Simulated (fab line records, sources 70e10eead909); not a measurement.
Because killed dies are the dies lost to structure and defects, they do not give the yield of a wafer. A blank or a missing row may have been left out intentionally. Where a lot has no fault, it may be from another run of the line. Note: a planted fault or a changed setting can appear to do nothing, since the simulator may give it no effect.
fab line records + flow nand_harc
[record]
- lots = 14
- wafers = 42
- last_day = 24
route steps=1159 shown A_M0@1007 A_M1@1034
lots untouched by any fault: they come from a run of this same line in which no faults occurred
start_h: hours from the record's first day to the start of the lot's first wafer shown + wait_h: hours since the lot's step before + " the same as in the row above + L1.1+2: one row covering several wafers at once + - no value, or no start given + * or withheld: withheld + < > ~ a bound
route shown NAME@n: names a module that has steps shown in the file, with the first one's number in the route + usual: mean/standard deviation taken from wafers without a fault + same: alike in all rows + chamber/n: place in a boat + sites: per-site readings + _std_site: their standard deviation + _edge_site: outer sites' mean less inner sites' + radius_mm: for every site, how far away it sits from the centre of the wafer + mask NAME#n: copy n + behind: the most recent tool/chamber to have shaped the wafer + hold: reason for holding the lot/hours on hold/outcome of the hold + device: whichever transistor did not switch (one of n, p or np) + end of line: the same wafers' tests at the end of the route + a step with no rows: only its recipe + killed: not the wafer's yield, but the dies lost to structure and defects at the first sort + map: the dies of a wafer, with x for killed, . for not killed, _ for no die there
set.NAME: setting as actually run; set.NAME@STEP: the setting as run at that earlier step + model.NAME: the simulator's own value behind a step, which no gauge read
one table for each step of the route and one row for each wafer, over a sample of lots
services: the hour from which a tool's chamber was out of use, counted from the record's first day as start_h (under 0 if before that day), plus the number of hours and why
[[steps]]
[step NHARC_A_M0_DESCUM_14]
[recipe]
- time_s = 3
- o2_flow_sccm = 200
- ar_flow_sccm = 0
- bias_power_w = 0
- chemistry = O2
[usual]
- drypump_motor_current_A = 5.7/0.31
- mfc_ar_sccm = 0.0009/0.0026
- oes_product_au = 0.998/0.012
- rf_vpp_V = 57.7/0.86
- showerhead_plenum_p_Torr = 1.90/0.097
- throttle_valve_pct = 11.312/0.0092
| lot.wafer | tool        | chamber | start_h | wait_h | drypump_motor_current_A | mfc_ar_sccm | oes_product_au | rf_hours_counter_h | rf_vpp_V | showerhead_plenum_p_Torr | throttle_valve_pct |
|-----------|-------------|---------|---------|--------|-------------------------|-------------|----------------|--------------------|----------|--------------------------|--------------------|
| L128.2    | rie_diel-07 | 3       | 402.35  | 0.1    | 5.6                     | 0           | 1.014          | 10                 | 57.5     | 1.81                     | 11.327             |
| L128.3    | "           | 0       | "       | "      | 5.7                     | 0           | 1.001          | 12                 | 57.5     | 1.80                     | 11.327             |
| L128.5    | "           | 3       | "       | "      | 5.6                     | 0           | 1.006          | -                  | 58.0     | 1.81                     | 11.309             |
| L131.3    | rie_diel-07 | 0       | 405.47  | 0.1    | 5.7                     | 0           | 0.997          | 12                 | 57.7     | 1.80                     | 11.297             |
| L131.6    | "           | 3       | "       | "      | 5.5                     | 0           | 1.021          | -                  | 56.8     | 1.81                     | 11.307             |
| L131.5    | "           | 0       | "       | "      | 5.7                     | 0           | 0.997          | -                  | 58.1     | 1.80                     | 11.304             |
| L132.4    | rie_diel-06 | 1       | 407.27  | 0.1    | 6.1                     | 0.0088      | 0.990          | 13                 | 56.1     | 1.83                     | 11.316             |
| L132.1    | "           | 2       | "       | "      | 5.4                     | 0           | 0.983          | 13                 | 59.0     | 2.06                     | 11.326             |
| L132.5    | "           | 1       | "       | "      | 6.1                     | 0.0088      | 0.986          | -                  | 57.6     | 1.83                     | 11.312             |
| L133.4    | rie_diel-06 | 0       | 413.03  | 0.1    | 6.2                     | 0           | 0.998          | 12                 | 58.0     | 2.02                     | 11.305             |
| L133.6    | "           | 3       | "       | "      | 5.8                     | 0           | 0.999          | -                  | 58.0     | 1.87                     | 11.304             |
| L133.5    | "           | 0       | "       | "      | 6.2                     | 0           | 0.996          | -                  | 57.8     | 2.02                     | 11.315             |
| L130.4    | rie_diel-07 | 0       | 416.22  | 0.1    | 5.7                     | 0           | 0.990          | 0                  | 57.5     | 1.80                     | 11.297             |
| L130.2    | "           | 1       | "       | "      | 5.0                     | 0           | 1.014          | 0                  | 58.7     | 2.05                     | 11.307             |
| L130.3    | "           | 3       | "       | "      | 5.6                     | 0           | 1.005          | 0                  | 58.1     | 1.81                     | 11.301             |
| L134.2    | rie_diel-07 | 1       | 422.28  | 0.1    | 5.0                     | 0           | 1.016          | 1                  | 59.1     | 2.05                     | 11.294             |
| L134.4    | "           | 1       | "       | "      | 5.0                     | 0           | 1.018          | -                  | 57.7     | 2.05                     | 11.328             |
| L134.5    | "           | 2       | "       | "      | 5.6                     | 0           | 0.987          | -                  | 57.3     | 1.79                     | 11.291             |
| L135.2    | rie_diel-04 | 3       | 441.28  | 0.1    | 6.0                     | 0           | 1.020          | 10                 | 57.3     | 1.98                     | 11.308             |
| L135.6    | "           | 0       | "       | "      | 5.8                     | 0           | 1.003          | -                  | 58.0     | 1.98                     | 11.305             |
| L135.5    | "           | 1       | "       | "      | 5.7                     | 0           | 0.985          | -                  | 57.3     | 1.84                     | 11.313             |
| L138.1    | rie_diel-07 | 1       | 446.25  | 0.1    | 5.0                     | 0           | 1.022          | 4                  | 59.3     | 2.05                     | 11.322             |
| L138.5    | "           | 3       | "       | "      | 5.5                     | 0           | 1.010          | -                  | 57.6     | 1.81                     | 11.305             |
| L138.6    | "           | 0       | "       | "      | 5.7                     | 0           | 0.976          | -                  | 56.7     | 1.80                     | 11.309             |
| L136.1    | rie_diel-04 | 3       | 454.68  | 0.1    | 6.0                     | 0           | 0.997          | 11                 | 58.3     | 1.98                     | 11.336             |
| L136.4    | "           | 1       | "       | "      | 5.7                     | 0           | 0.984          | 14                 | 56.7     | 1.84                     | 11.300             |
| L136.5    | "           | 3       | "       | "      | 6.0                     | 0           | 1.006          | -                  | 56.4     | 1.98                     | 11.310             |
| L141.1    | rie_diel-04 | 1       | 465.87  | 0.1    | 5.7                     | 0           | 0.996          | 14                 | 56.4     | 1.84                     | 11.325             |
| L141.3    | "           | 2       | "       | "      | 6.0                     | 0           | 0.998          | 10                 | 57.6     | 1.86                     | 11.319             |
| L141.5    | "           | 2       | "       | "      | 6.0                     | 0           | 0.998          | -                  | 56.4     | 1.86                     | 11.311             |
| L139.1    | rie_diel-07 | 1       | 467.01  | 0.1    | 5.0                     | 0           | 1.011          | 6                  | 57.6     | 2.05                     | 11.309             |
| L139.3    | "           | 2       | "       | "      | 5.7                     | 0           | 0.998          | 6                  | 57.4     | 1.79                     | 11.310             |
| L139.5    | "           | 2       | "       | "      | 5.6                     | 0           | 1.000          | -                  | 58.3     | 1.79                     | 11.320             |
| L142.1    | rie_diel-04 | 2       | 493.13  | 0.1    | 6.0                     | 0           | 1.007          | 1                  | 57.4     | 1.86                     | 11.321             |
| L142.4    | "           | 1       | "       | "      | 5.7                     | 0           | 0.998          | 1                  | 57.6     | 1.84                     | 11.310             |
| L142.5    | "           | 2       | "       | "      | 6.0                     | 0           | 1.003          | -                  | 57.1     | 1.86                     | 11.314             |
| L143.4    | rie_diel-07 | 0       | 493.54  | 0.1    | 5.7                     | 0           | 0.986          | 8                  | 57.9     | 1.80                     | 11.308             |
| L143.3    | "           | 2       | "       | "      | 5.6                     | 0           | 0.990          | 8                  | 57.5     | 1.79                     | 11.317             |
| L143.5    | "           | 0       | "       | "      | 5.7                     | 0           | 0.983          | -                  | 57.2     | 1.80                     | 11.304             |
| L149.4    | rie_diel-07 | 1       | 521.59  | 0.1    | 5.0                     | 0           | 1.009          | -                  | 57.1     | 2.05                     | 11.307             |
| L149.5    | "           | 2       | "       | "      | 5.6                     | 0           | 1.014          | -                  | 57.2     | 1.79                     | 11.311             |
| L149.6    | "           | 3       | "       | "      | 5.6                     | 0           | 1.004          | -                  | 57.4     | 1.81                     | 11.303             |
[step NHARC_A_M0_ANNEAL_30]
[recipe]
- temp_c = 225
- time_s = 90
[usual]
- wafer_temp_C_max = 226.06/0.24
| lot.wafer | tool          | chamber | start_h | wait_h | wafer_temp_C_max |
|-----------|---------------|---------|---------|--------|------------------|
| L128.2    | rtp_anneal-02 | 0       | 404.10  | -      | 226.06           |
| L128.3    | "             | 0       | "       | "      | 226.33           |
| L128.5    | "             | 0       | "       | "      | 226.31           |
| L131.3    | rtp_anneal-01 | 0       | 407.26  | -      | 225.60           |
| L131.5    | "             | 0       | "       | "      | 225.73           |
| L131.6    | "             | 0       | "       | "      | 225.90           |
| L132.1    | rtp_anneal-02 | 0       | 408.98  | -      | 226.32           |
| L132.4    | "             | 0       | "       | "      | 226.00           |
| L132.5    | "             | 0       | "       | "      | 226.05           |
| L133.4    | rtp_anneal-02 | 0       | 414.97  | 0.4    | 225.95           |
| L133.5    | "             | 0       | "       | "      | 225.84           |
| L133.6    | "             | 0       | "       | "      | 226.23           |
| L130.2    | rtp_anneal-02 | 0       | 417.92  | 0.3    | 226.13           |
| L130.3    | "             | 0       | "       | "      | 226.28           |
| L130.4    | "             | 0       | "       | "      | 225.82           |
| L134.2    | rtp_anneal-01 | 0       | 424.07  | 0.4    | 226.02           |
| L134.4    | "             | 0       | "       | "      | 226.04           |
| L134.5    | "             | 0       | "       | "      | 226.03           |
| L135.2    | rtp_anneal-01 | 0       | 442.96  | -      | 225.94           |
| L135.5    | "             | 0       | "       | "      | 226.06           |
| L135.6    | "             | 0       | "       | "      | 226.25           |
| L138.1    | rtp_anneal-02 | 0       | 447.94  | -      | 226.09           |
| L138.5    | "             | 0       | "       | "      | 225.91           |
| L138.6    | "             | 0       | "       | "      | 226.19           |
| L136.1    | rtp_anneal-01 | 0       | 456.33  | -      | 226.03           |
| L136.4    | "             | 0       | "       | "      | 226.17           |
| L136.5    | "             | 0       | "       | "      | 226.62           |
| L141.1    | rtp_anneal-01 | 0       | 467.75  | 0.3    | 225.81           |
| L141.3    | "             | 0       | "       | "      | 226.22           |
| L141.5    | "             | 0       | "       | "      | 226.21           |
| L139.1    | rtp_anneal-01 | 0       | 468.78  | -      | 225.74           |
| L139.3    | "             | 0       | "       | "      | 226.35           |
| L139.5    | "             | 0       | "       | "      | 226.01           |
| L142.1    | rtp_anneal-02 | 0       | 494.79  | -      | 226.16           |
| L142.4    | "             | 0       | "       | "      | 226.56           |
| L142.5    | "             | 0       | "       | "      | 226.69           |
| L143.3    | rtp_anneal-02 | 0       | 495.30  | -      | 226.22           |
| L143.4    | "             | 0       | "       | "      | 225.90           |
| L143.5    | "             | 0       | "       | "      | 225.66           |
| L149.4    | rtp_anneal-02 | 0       | 523.46  | -      | 226.03           |
| L149.5    | "             | 0       | "       | "      | 226.12           |
| L149.6    | "             | 0       | "       | "      | 226.10           |
[step NHARC_A_M1_PEB_07]
[recipe]
- peb_temp_c = 100
- peb_time_s = 65
[usual]
- exhaust_pa = 45.0/0.84
- heater_power_total_W = 156.6/0.44
- plate_temp_C = 100.01/0.14
| lot.wafer | tool           | chamber | start_h | wait_h | exhaust_pa | heater_power_total_W | plate_temp_C |
|-----------|----------------|---------|---------|--------|------------|----------------------|--------------|
| L128.2    | litho_track-04 | 0       | 407.14  | 0.1    | 44.8       | 156.9                | 99.93        |
| L128.3    | "              | 0       | "       | "      | 45.6       | 156.1                | 99.93        |
| L128.5    | "              | 0       | "       | "      | 44.9       | 157.2                | 100.09       |
| L131.3    | litho_track-01 | 0       | 409.47  | 0.0    | 46.3       | 157.1                | 100.05       |
| L131.5    | "              | 0       | "       | "      | 45.2       | 156.3                | 99.95        |
| L131.6    | "              | 0       | "       | "      | 45.6       | 156.7                | 99.87        |
| L132.1    | litho_track-06 | 0       | 411.17  | 0.1    | 45.5       | 156.1                | 100.09       |
| L132.4    | "              | 0       | "       | "      | 45.2       | 157.0                | 100.21       |
| L132.5    | "              | 0       | "       | "      | 46.6       | 156.7                | 100.26       |
| L133.4    | litho_track-01 | 0       | 417.01  | 0.0    | 44.5       | 156.1                | 99.76        |
| L133.5    | "              | 0       | "       | "      | 45.4       | 156.0                | 99.77        |
| L133.6    | "              | 0       | "       | "      | 44.3       | 156.4                | 99.84        |
| L130.2    | litho_track-06 | 0       | 420.00  | 0.1    | 45.6       | 156.6                | 100.18       |
| L130.3    | "              | 0       | "       | "      | 45.0       | 157.0                | 100.04       |
| L130.4    | "              | 0       | "       | "      | 45.3       | 156.0                | 99.95        |
| L134.2    | litho_track-06 | 0       | 426.06  | 0.1    | 45.0       | 157.1                | 100.19       |
| L134.4    | "              | 0       | "       | "      | 45.9       | 156.9                | 99.90        |
| L134.5    | "              | 0       | "       | "      | 47.0       | 156.9                | 100.09       |
| L135.2    | litho_track-06 | 0       | 445.22  | 0.1    | 43.3       | 156.4                | 99.88        |
| L135.5    | "              | 0       | "       | "      | 45.2       | 156.3                | 100.15       |
| L135.6    | "              | 0       | "       | "      | 44.2       | 157.0                | 100.07       |
| L138.1    | litho_track-04 | 0       | 449.95  | 0.1    | 44.4       | 157.0                | 99.68        |
| L138.5    | "              | 0       | "       | "      | 45.6       | 155.9                | 100.02       |
| L138.6    | "              | 0       | "       | "      | 44.8       | 156.5                | 99.95        |
| L136.1    | litho_track-06 | 0       | 458.51  | 0.1    | 45.7       | 157.1                | 99.95        |
| L136.4    | "              | 0       | "       | "      | 44.7       | 155.9                | 100.03       |
| L136.5    | "              | 0       | "       | "      | 44.9       | 157.0                | 100.06       |
| L141.1    | litho_track-01 | 0       | 469.91  | 0.1    | 42.9       | 156.8                | 99.86        |
| L141.3    | "              | 0       | "       | "      | 44.7       | 157.1                | 99.93        |
| L141.5    | "              | 0       | "       | "      | 45.3       | 157.1                | 99.99        |
| L139.1    | litho_track-04 | 0       | 470.90  | 0.1    | 44.5       | 156.6                | 99.97        |
| L139.3    | "              | 0       | "       | "      | 44.5       | 156.7                | 99.81        |
| L139.5    | "              | 0       | "       | "      | 43.5       | 156.5                | 100.04       |
| L142.1    | litho_track-01 | 0       | 497.50  | 0.1    | 44.4       | 141.0                | 92.31        |
| L142.4    | "              | 0       | "       | "      | 43.6       | 140.4                | 92.27        |
| L142.5    | "              | 0       | "       | "      | 44.5       | 140.6                | 92.21        |
| L143.3    | litho_track-01 | 0       | 497.53  | 0.0    | 44.5       | 139.8                | 92.49        |
| L143.4    | "              | 0       | "       | "      | 45.5       | 141.1                | 92.44        |
| L143.5    | "              | 0       | "       | "      | 45.2       | 139.9                | 92.61        |
| L149.4    | litho_track-04 | 0       | 525.47  | 0.1    | 46.1       | 156.8                | 100.06       |
| L149.5    | "              | 0       | "       | "      | 45.8       | 156.2                | 100.02       |
| L149.6    | "              | 0       | "       | "      | 43.8       | 157.0                | 100.04       |
[step NHARC_A_M1_CD_MEAS_09]
[recipe]
- target_cd_nm = 120
- landing_energy_ev = 500
[usual]
- cd_nm = 119.7/0.8
[same]
- landing_energy_ev = 500
| lot.wafer | tool      | chamber | start_h | wait_h | cd_nm |
|-----------|-----------|---------|---------|--------|-------|
| L128.2    | cd_sem-02 | 0       | 407.22  | -      | 121.0 |
| L128.3    | "         | 0       | "       | "      | 119.4 |
| L128.5    | "         | 0       | "       | "      | 119.9 |
| L131.3    | cd_sem-03 | 0       | 409.55  | -      | 119.9 |
| L131.5    | "         | 0       | "       | "      | 120.1 |
| L131.6    | "         | 0       | "       | "      | 120.0 |
| L132.1    | cd_sem-02 | 0       | 411.24  | -      | 117.7 |
| L132.4    | "         | 0       | "       | "      | 119.4 |
| L132.5    | "         | 0       | "       | "      | 119.1 |
| L133.4    | cd_sem-02 | 0       | 417.10  | -      | 119.4 |
| L133.5    | "         | 0       | "       | "      | 119.3 |
| L133.6    | "         | 0       | "       | "      | 119.7 |
| L130.2    | cd_sem-02 | 0       | 420.08  | -      | 119.8 |
| L130.3    | "         | 0       | "       | "      | 119.6 |
| L130.4    | "         | 0       | "       | "      | 120.0 |
| L134.2    | cd_sem-02 | 0       | 426.14  | -      | 119.2 |
| L134.4    | "         | 0       | "       | "      | 119.8 |
| L134.5    | "         | 0       | "       | "      | 117.9 |
| L135.2    | cd_sem-02 | 0       | 445.30  | -      | 118.4 |
| L135.5    | "         | 0       | "       | "      | 120.2 |
| L135.6    | "         | 0       | "       | "      | 120.1 |
| L138.1    | cd_sem-03 | 0       | 450.03  | -      | 120.2 |
| L138.5    | "         | 0       | "       | "      | 119.6 |
| L138.6    | "         | 0       | "       | "      | 119.9 |
| L136.1    | cd_sem-01 | 0       | 458.59  | -      | 120.4 |
| L136.4    | "         | 0       | "       | "      | 120.4 |
| L136.5    | "         | 0       | "       | "      | 119.0 |
| L141.1    | cd_sem-03 | 0       | 469.98  | -      | 120.6 |
| L141.3    | "         | 0       | "       | "      | 120.2 |
| L141.5    | "         | 0       | "       | "      | 120.4 |
| L139.1    | cd_sem-01 | 0       | 470.98  | -      | 120.5 |
| L139.3    | "         | 0       | "       | "      | 120.0 |
| L139.5    | "         | 0       | "       | "      | 120.8 |
| L142.1    | cd_sem-03 | 0       | 497.58  | -      | 87.6  |
| L142.4    | "         | 0       | "       | "      | 86.8  |
| L142.5    | "         | 0       | "       | "      | 87.6  |
| L143.3    | cd_sem-03 | 0       | 497.61  | -      | 87.7  |
| L143.4    | "         | 0       | "       | "      | 88.4  |
| L143.5    | "         | 0       | "       | "      | 87.5  |
| L149.4    | cd_sem-02 | 0       | 525.56  | -      | 119.6 |
| L149.5    | "         | 0       | "       | "      | 119.0 |
| L149.6    | "         | 0       | "       | "      | 119.9 |
[step NHARC_A_M1_ETCH_35]
[recipe]
- target_depth_a = 400
- overetch_a = 120
- time_s = 43.94
- ion_energy_ev = 200
- n2_flow_sccm = 150
- h2_flow_sccm = 150
- ar_flow_sccm = 0
- rf_w = 400
- bias_w = 150
- chemistry = N2/H2
[usual]
- drypump_motor_current_A = 5.9/0.31
- mfc_ar_sccm = 0.005/0.0099
- n2_flow_sccm = 150.0/0.46
- oes_product_au = 0.998/0.019
- rf_vpp_V = 430.4/2.4
- showerhead_plenum_p_Torr = 2.03/0.081
- throttle_valve_pct = 14.171/0.0089
| lot.wafer | tool        | chamber | start_h | wait_h | drypump_motor_current_A | mfc_ar_sccm | n2_flow_sccm | oes_product_au | rf_hours_counter_h | rf_vpp_V | showerhead_plenum_p_Torr | throttle_valve_pct |
|-----------|-------------|---------|---------|--------|-------------------------|-------------|--------------|----------------|--------------------|----------|--------------------------|--------------------|
| L128.2    | rie_diel-09 | 0       | 407.50  | 0.1    | 6.5                     | 0           | 149.7        | 1.017          | 8                  | 428.2    | 1.93                     | 14.171             |
| L128.3    | "           | 3       | "       | "      | 5.7                     | 0.016       | 150.3        | 0.998          | 11                 | 431.8    | 2.09                     | 14.172             |
| L128.5    | "           | 0       | "       | "      | 6.5                     | 0           | 150.0        | 1.020          | -                  | 426.0    | 1.93                     | 14.185             |
| L131.3    | rie_diel-10 | 2       | 409.82  | 0.1    | 6.0                     | 0.010       | 150.2        | 1.003          | 1                  | 428.9    | 1.97                     | 14.168             |
| L131.5    | "           | 2       | "       | "      | 6.0                     | 0.010       | 149.4        | 1.003          | -                  | 428.7    | 1.97                     | 14.153             |
| L131.6    | "           | 3       | "       | "      | 6.0                     | 0           | 150.0        | 1.009          | -                  | 431.5    | 2.05                     | 14.190             |
| L132.1    | rie_diel-01 | 1       | 411.52  | 0.1    | 5.8                     | 0           | 150.3        | 0.953          | 6                  | 428.5    | 2.00                     | 14.172             |
| L132.4    | "           | 3       | "       | "      | 5.8                     | 0.001       | 150.5        | 0.988          | 6                  | 428.5    | 2.02                     | 14.184             |
| L132.5    | "           | 0       | "       | "      | 5.7                     | 0           | 149.5        | 1.033          | -                  | 434.9    | 2.13                     | 14.173             |
| L133.4    | rie_diel-09 | 1       | 417.36  | 0.1    | 6.2                     | 0           | 150.1        | 1.015          | 10                 | 433.6    | 2.14                     | 14.165             |
| L133.6    | "           | 1       | "       | "      | 6.2                     | 0           | 150.9        | 1.005          | -                  | 433.2    | 2.14                     | 14.172             |
| L133.5    | "           | 2       | "       | "      | 6.1                     | 0           | 150.1        | 1.014          | -                  | 426.2    | 1.90                     | 14.173             |
| L130.4    | rie_diel-01 | 0       | 420.35  | 0.1    | 5.7                     | 0           | 149.5        | 1.018          | 6                  | 434.2    | 2.13                     | 14.178             |
| L130.2    | "           | 1       | "       | "      | 5.8                     | 0           | 149.9        | 0.959          | 6                  | 429.4    | 2.00                     | 14.165             |
| L130.3    | "           | 2       | "       | "      | 5.9                     | 0           | 150.0        | 1.014          | 5                  | 430.5    | 2.01                     | 14.163             |
| L134.2    | rie_diel-01 | 3       | 426.41  | 0.1    | 5.8                     | 0.001       | 149.2        | 0.983          | 6                  | 431.5    | 2.02                     | 14.158             |
| L134.4    | "           | 0       | "       | "      | 5.7                     | 0           | 149.9        | 1.037          | 7                  | 433.0    | 2.13                     | 14.179             |
| L134.5    | "           | 0       | "       | "      | 5.7                     | 0           | 150.0        | 1.034          | -                  | 433.6    | 2.13                     | 14.167             |
| L135.2    | rie_diel-01 | 2       | 445.59  | 0.1    | 5.9                     | 0           | 150.9        | 1.004          | 7                  | 429.4    | 2.01                     | 14.176             |
| L135.5    | "           | 3       | "       | "      | 5.8                     | 0.001       | 149.5        | 0.981          | -                  | 428.7    | 2.02                     | 14.183             |
| L135.6    | "           | 0       | "       | "      | 5.7                     | 0           | 151.0        | 1.039          | -                  | 432.2    | 2.13                     | 14.173             |
| L138.1    | rie_diel-01 | 0       | 450.31  | 0.1    | 5.6                     | 0           | 150.8        | 1.043          | 9                  | 433.3    | 2.13                     | 14.165             |
| L138.6    | "           | 3       | "       | "      | 5.8                     | 0.001       | 150.5        | 0.978          | -                  | 429.9    | 2.02                     | 14.179             |
| L138.5    | "           | 0       | "       | "      | 5.6                     | 0           | 150.9        | 1.046          | -                  | 431.6    | 2.13                     | 14.167             |
| L136.4    | rie_diel-10 | 3       | 458.86  | 0.1    | 6.1                     | 0           | 150.1        | 0.976          | 2                  | 432.1    | 2.05                     | 14.166             |
| L136.1    | "           | 1       | "       | "      | 5.8                     | 0.035       | 149.5        | 0.996          | 2                  | 429.9    | 2.04                     | 14.166             |
| L136.5    | "           | 0       | "       | "      | 5.2                     | 0.003       | 149.5        | 1.009          | -                  | 434.5    | 2.13                     | 14.179             |
| L141.3    | rie_diel-09 | 2       | 470.26  | 0.1    | 6.1                     | 0           | 151.0        | 0.981          | 2                  | 426.2    | 1.90                     | 14.178             |
| L141.1    | "           | 3       | "       | "      | 5.7                     | 0.016       | 149.4        | 0.993          | 2                  | 431.8    | 2.08                     | 14.178             |
| L141.5    | "           | 1       | "       | "      | 6.3                     | 0           | 149.6        | 0.977          | -                  | 432.2    | 2.14                     | 14.168             |
| L139.3    | rie_diel-10 | 2       | 471.25  | 0.1    | 6.1                     | 0.010       | 149.8        | 1.001          | 3                  | 427.8    | 1.97                     | 14.169             |
| L139.1    | "           | 3       | "       | "      | 6.0                     | 0           | 149.6        | 0.986          | 3                  | 431.6    | 2.04                     | 14.189             |
| L139.5    | "           | 3       | "       | "      | 6.0                     | 0           | 149.8        | 0.984          | -                  | 430.4    | 2.04                     | 14.180             |
| L142.4    | rie_diel-10 | 0       | 497.87  | 0.1    | 5.2                     | 0.003       | 149.4        | 1.006          | 3                  | 434.1    | 2.13                     | 14.169             |
| L142.1    | "           | 3       | "       | "      | 6.1                     | 0           | 150.1        | 0.992          | 3                  | 430.1    | 2.04                     | 14.186             |
| L142.5    | "           | 1       | "       | "      | 5.8                     | 0.035       | 149.3        | 1.004          | -                  | 430.0    | 2.04                     | 14.166             |
| L143.4    | rie_diel-10 | 1       | 497.90  | 0.1    | 5.8                     | 0.035       | 150.9        | 1.006          | 3                  | 430.7    | 2.04                     | 14.168             |
| L143.3    | "           | 2       | "       | "      | 6.1                     | 0.010       | 149.9        | 0.991          | 3                  | 429.9    | 1.97                     | 14.164             |
| L143.5    | "           | 1       | "       | "      | 5.8                     | 0.035       | 149.2        | 1.005          | -                  | 430.0    | 2.04                     | 14.156             |
| L149.4    | rie_diel-10 | 1       | 525.83  | 0.1    | 5.7                     | 0.035       | 150.4        | 0.993          | 4                  | 431.2    | 2.04                     | 14.168             |
| L149.5    | "           | 0       | "       | "      | 5.2                     | 0.003       | 149.6        | 1.007          | -                  | 432.4    | 2.13                     | 14.182             |
| L149.6    | "           | 1       | "       | "      | 5.8                     | 0.035       | 150.1        | 1.002          | -                  | 429.2    | 2.04                     | 14.160             |
[step NHARC_A_M1_CD_MEAS_16]
[usual]
- cd_nm = 119.5/1
| lot.wafer | tool      | chamber | start_h | wait_h | cd_nm |
|-----------|-----------|---------|---------|--------|-------|
| L128.2    | cd_sem-01 | -       | 407.72  | -      | 121.1 |
| L128.3    | "         | -       | "       | "      | 118.6 |
| L128.5    | "         | -       | "       | "      | 119.3 |
| L131.3    | cd_sem-03 | -       | 410.07  | -      | 118.2 |
| L131.5    | "         | -       | "       | "      | 119.8 |
| L131.6    | "         | -       | "       | "      | 120.0 |
| L132.1    | cd_sem-03 | -       | 411.74  | -      | 119.3 |
| L132.4    | "         | -       | "       | "      | 120.0 |
| L132.5    | "         | -       | "       | "      | 119.7 |
| L133.4    | cd_sem-02 | -       | 417.59  | -      | 118.9 |
| L133.5    | "         | -       | "       | "      | 120.2 |
| L133.6    | "         | -       | "       | "      | 119.5 |
| L130.2    | cd_sem-01 | -       | 420.57  | -      | 120.1 |
| L130.3    | "         | -       | "       | "      | 119.2 |
| L130.4    | "         | -       | "       | "      | 120.5 |
| L134.2    | cd_sem-01 | -       | 426.63  | -      | 120.3 |
| L134.4    | "         | -       | "       | "      | 119.3 |
| L134.5    | "         | -       | "       | "      | 117.9 |
| L135.2    | cd_sem-01 | -       | 445.80  | -      | 117.5 |
| L135.5    | "         | -       | "       | "      | 120.4 |
| L135.6    | "         | -       | "       | "      | 121.1 |
| L138.1    | cd_sem-03 | -       | 450.52  | -      | 120.5 |
| L138.5    | "         | -       | "       | "      | 119.7 |
| L138.6    | "         | -       | "       | "      | 119.4 |
| L136.1    | cd_sem-02 | -       | 459.08  | -      | 121.5 |
| L136.4    | "         | -       | "       | "      | 121.2 |
| L136.5    | "         | -       | "       | "      | 118.3 |
| L141.1    | cd_sem-01 | -       | 470.48  | -      | 119.9 |
| L141.3    | "         | -       | "       | "      | 121.4 |
| L141.5    | "         | -       | "       | "      | 120.8 |
| L139.1    | cd_sem-02 | -       | 471.47  | -      | 119.9 |
| L139.3    | "         | -       | "       | "      | 119.5 |
| L139.5    | "         | -       | "       | "      | 119.9 |
| L142.1    | cd_sem-03 | -       | 498.08  | -      | 86.7  |
| L142.4    | "         | -       | "       | "      | 85.8  |
| L142.5    | "         | -       | "       | "      | 87.8  |
| L143.3    | cd_sem-01 | -       | 498.14  | -      | 87.1  |
| L143.4    | "         | -       | "       | "      | 88.1  |
| L143.5    | "         | -       | "       | "      | 87.4  |
| L149.4    | cd_sem-02 | -       | 526.06  | -      | 118.7 |
| L149.5    | "         | -       | "       | "      | 118.5 |
| L149.6    | "         | -       | "       | "      | 119.1 |
[[services]]
| tool           | chamber | start_h | hours | kind       |
|----------------|---------|---------|-------|------------|
| rie_diel-04    | 2       | 384.16  | 13.6  | repair     |
| rie_diel-07    | 0       | 384.67  | -     | clean      |
| rie_diel-07    | 1       | 384.67  | -     | clean      |
| rie_diel-07    | 2       | 384.67  | -     | clean      |
| rie_diel-07    | 3       | 384.67  | -     | clean      |
| rie_diel-09    | 3       | 396.25  | 8.2   | repair     |
| rie_diel-07    | 0       | 405.68  | 9.0   | vent_cycle |
| rie_diel-07    | 3       | 405.68  | 9.0   | vent_cycle |
| rie_diel-04    | 2       | 407.51  | 9.3   | repair     |
| rie_diel-07    | 0       | 414.68  | -     | clean      |
| rie_diel-07    | 1       | 414.68  | -     | clean      |
| rie_diel-06    | -       | 418.39  | 9.0   | pm         |
| rie_diel-07    | 3       | 418.76  | 12.8  | repair     |
| rie_diel-09    | -       | 430.05  | 0.3   | repair     |
| rie_diel-09    | -       | 431.10  | 9.0   | pm         |
| litho_track-01 | -       | 443.00  | 7.0   | pm         |
| rie_diel-04    | 3       | 443.74  | 6.8   | repair     |
| litho_track-06 | -       | 467.00  | 7.0   | pm         |
| litho_track-04 | -       | 491.00  | 7.0   | pm         |
| rie_diel-01    | -       | 491.80  | 9.0   | pm         |
| rie_diel-06    | 2       | 505.68  | 22.6  | repair     |
| rie_diel-09    | 3       | 514.92  | 4.3   | repair     |
| rie_diel-07    | -       | 518.19  | 0.7   | repair     |
| rie_diel-07    | 0       | 521.37  | 2.6   | repair     |
[[key]]
[first_sign]
- step = NHARC_A_M1_PEB_07
- reading = plate_temp_C
- direction = down
- sigmas = 56
- usual = *
- struck = *
[effect]
- step = NHARC_A_M1_PEB_07
- reading = heater_power_total_W
- direction = down
- sigmas = 37
- usual = *
- struck = *
[effect]
- step = NHARC_A_M1_CD_MEAS_09
- reading = cd_nm
- direction = down
- sigmas = 40
- usual = 119.7
- struck = 87.6
[effect]
- step = NHARC_A_M1_CD_MEAS_16
- reading = cd_nm
- direction = down
- sigmas = 32
- usual = 119.5
- struck = 87.1
met_at NHARC_A_M1_PEB_07
struck_lots L142,L143
later_rows_left_out L142.1,L142.4,L142.5,L143.3,L143.4,L143.5
sort_left_out L142.1,L142.4,L142.5,L143.3,L143.4,L143.5
not_acting_at NHARC_A_M0_DESCUM_14,NHARC_A_M0_ANNEAL_30,NHARC_A_M1_ETCH_35
onset_between 469.91 497.50
[fault]
- kind = process_parameter_drift
- tool = litho_track-01
- chamber = -
- onset_h = 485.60
- steps = NHARC_A_M1_PEB_07
- channel = peb_temp_c
- offset = *
- shape = step
- end_h = 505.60
- acts_in = *
- stated = *
// sort_left_out: the simulated sort isn't trusted on such a fault, so these wafers' sort isn't shown, and their yield isn't known
// later_rows_left_out: the simulator's readings of these wafers behind a module that went badly wrong aren't trusted and aren't shown, but for the sort
